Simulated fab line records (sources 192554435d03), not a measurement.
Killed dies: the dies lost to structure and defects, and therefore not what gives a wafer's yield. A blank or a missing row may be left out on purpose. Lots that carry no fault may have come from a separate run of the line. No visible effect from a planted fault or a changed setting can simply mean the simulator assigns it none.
Split-lot experiment    flow n5Finfet    7 lots, 21 wafers read, on a route of 1938 steps

## THE SPLIT
At N5_BEOL_M4_HM_DEP_02 (deposits TiN, target thk 20 nm), the setting targetThkA was moved away from the recipe's 200 angstrom on 8 of the 21 wafers read, by -12.6% to +10.5%. For the rest of the wafers, this setting stayed at what the recipe calls for.

## FROM THE SPLIT TO THE READING: what the file shows between them, 4 steps
- N5_BEOL_M4_COAT_61: time 60 s, resist thk 60 nm
- N5_BEOL_M4_COAT_62: time 60 s, resist thk 12 nm
- N5_BEOL_M4_STRIP_75: strips in N2/H2
- N5_BEOL_M4_STRIP_66: strips in CF4

## THE READING
etch.depthNm (the simulator's own value, which no gauge read), in nm, at N5_BEOL_M4_HM_OPEN_17 (chemistry Cl2/BCl3, target TiN, target depth 20 nm, overetch 6 nm). No usual value for it is given in the file. Here, 13 wafers ran the recipe; their average is 19.95 nm with a standard deviation of 0.2 nm.

wafer   tool, chamber at the split  targetThkA as run, angstrom  against the recipe  etch.depthNm, nm  against lot-mates on the recipe
L074.2  pvdSputter-02, -            182.9                        -8.6%               18.14             no lot-mate on the recipe
L074.3  pvdSputter-02, -            182.9                        -8.6%               17.84             no lot-mate on the recipe
L074.4  pvdSputter-02, -            182.9                        -8.6%               17.92             no lot-mate on the recipe
L076.1  pvdSputter-02, -            200                          recipe              20.03             -
L076.3  pvdSputter-02, -            174.8                        -12.6%              17.48             -2.54
L076.6  pvdSputter-02, -            200                          recipe              20                -
L082.1  pvdSputter-03, -            200                          recipe              20.13             -
L082.4  pvdSputter-03, -            182                          -9.0%               18.29             -1.84
L082.5  pvdSputter-03, -            182                          -9.0%               18.34             -1.79
L086.2  pvdSputter-03, -            200                          recipe              20.07             -
L086.5  pvdSputter-03, -            200                          recipe              20.02             -
L086.6  pvdSputter-03, -            200                          recipe              20.19             -
L095.2  pvdSputter-02, -            200                          recipe              19.96             -
L095.4  pvdSputter-02, -            200                          recipe              20.12             -
L095.5  pvdSputter-02, -            200                          recipe              20.05             -
L094.2  pvdSputter-01, -            174.9                        -12.5%              17.17             -2.39
L094.3  pvdSputter-01, -            200                          recipe              19.66             -
L094.4  pvdSputter-01, -            200                          recipe              19.47             -
L097.1  pvdSputter-01, -            221                          +10.5%              21.79             +1.99
L097.3  pvdSputter-01, -            200                          recipe              19.75             -
L097.6  pvdSputter-01, -            200                          recipe              19.85             -

FIT RESULTS
A straight line over all 21 wafers: etch.depthNm changes by +0.202 nm for each +1% of targetThkA; r = +0.98; the points scatter about the line by 0.22 nm.
The same after taking each lot's own level away (the mean of its wafers on the recipe; 18 wafers): +0.196 nm for each +1%; r = +1.00; scatter 0.066 nm.
The reading moves by 2.5 nm for the largest change in targetThkA, on that fit.
The span of the lots' own levels, 19.565 to 20.130 nm, comes to 2.8 times the standard deviation stated above.
So the lot-to-lot level changes the slope little: the two slopes agree.
Check: -2.46 nm against its lot-mates is what the line predicts for one of the wafers moved furthest among these (-12.6%) when that wafer is left out of the fit. Against them it came out at -2.54 nm.

## THESE WAFERS: OTHER SPLITS
Other splits were also applied to these wafers ahead of the reading. Each is held against what the fit with the lots' levels taken away leaves over:
other split on the same wafers    wafers away from the commonest value  r with etch.depthNm (lot level and that fit taken away)
N5_BEOL_M0_SAQP_EXPOSE_11 doseMj  6                                     -0.16
N5_BEOL_M1_ETCH_64 sourceW        5                                     +0.35
N5_BEOL_M1_COAT_68 spinRpm        7                                     -0.10
N5_BEOL_M2_COAT_62 spinRpm        6                                     -0.41
N5_BEOL_M2_ETCH_74 sourceW        9                                     -0.22
N5_BEOL_M3_COAT_22 spinRpm        11                                    -0.05
N5_BEOL_M3_EXPOSE_25 doseMj       10                                    -0.25
N5_BEOL_M4_ILD_DEP_00 timeS       8                                     -0.08

## THE WHOLE CHAIN: every reading that the file lists as answering this split, in the file's order
step                   what it does                                                       reading                                                                          change (the file's fit)                r (the file's)
N5_BEOL_M4_HM_DEP_02   deposits TiN, target thk 20 nm                                     TiN_of_BEOL_M4_HM_DEP_02.thkNm (the simulator's own value, which no gauge read)  +0.196 nm for each +1% of the setting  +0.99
N5_BEOL_M4_HM_OPEN_17  chemistry Cl2/BCl3, target TiN, target depth 20 nm, overetch 6 nm  etch.depthNm (the simulator's own value, which no gauge read)                    +0.195 nm for each +1% of the setting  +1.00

## FILE'S OWN FIT
etch.depthNm changes by +0.195 nm for each +1% of targetThkA, r = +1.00.
